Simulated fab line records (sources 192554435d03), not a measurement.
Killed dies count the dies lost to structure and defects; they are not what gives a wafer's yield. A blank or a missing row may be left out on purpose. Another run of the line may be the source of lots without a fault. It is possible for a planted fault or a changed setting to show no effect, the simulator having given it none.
Matching of chambers + flow n5 finfet + N5_BEOL_M6_CVD_78 on cvd co-02 has 3 sister chambers
The step deposits Co from CCTBA/H2, target thk 2 nm, time 142.3 s. 6 wafers are shown with their chamber, then 9 later ones without.

## WAFERS, EACH WITH ITS CHAMBER
| wafer  | chamber | run length s (s) |
|--------|---------|------------------|
| L226.5 | 1       | 165.4            |
| L231.3 | 2       | 165.9            |
| L231.5 | 0       | 164.8            |
| L241.1 | 0       | 165.0            |
| L241.2 | 1       | 165.3            |
| L241.3 | 2       | 165.9            |

## WAFERS MISSING THEIR CHAMBER
| wafer  | run length s (s) |
|--------|------------------|
| L240.1 | 165.9            |
| L240.2 | 165.5            |
| L240.3 | 165.8            |
| L245.1 | 164.9            |
| L245.3 | 165.1            |
| L245.6 | 165.4            |
| L242.2 | 165.9            |
| L242.4 | 165.4            |
| L242.5 | 165.1            |

## WHICH CHAMBER EACH ONE RAN IN
| wafer  | from the rows above     | in truth                   |
|--------|-------------------------|----------------------------|
| L240.1 | 2                       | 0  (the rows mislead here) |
| L240.2 | 1                       | 1                          |
| L240.3 | 2                       | 2                          |
| L245.1 | 0                       | 0                          |
| L245.3 | can't be placed: 0 or 1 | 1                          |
| L245.6 | 1                       | 1                          |
| L242.2 | 2                       | 2                          |
| L242.4 | 1                       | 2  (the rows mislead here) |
| L242.5 | can't be placed: 0 or 1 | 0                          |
Correct placement for 5 of the 9. Not placeable from these rows: 2 (in 2, the candidates include the true chamber). Wrongly placed: 2.
How it was worked out, from the rows above alone: a wafer's distance from a chamber is the root of the sum, over the readings, of the square of ((its reading less the chamber's mean) divided by the reading's scatter). The wafer belongs to the nearest chamber; if the next one is less than 2 further off, it can't be placed. Each chamber's mean is taken over the wafers shown for it. The scatter: take each reading less its chamber's mean, square it, sum over the shown wafers, divide by the number of wafers less the number of chambers, and take the root.
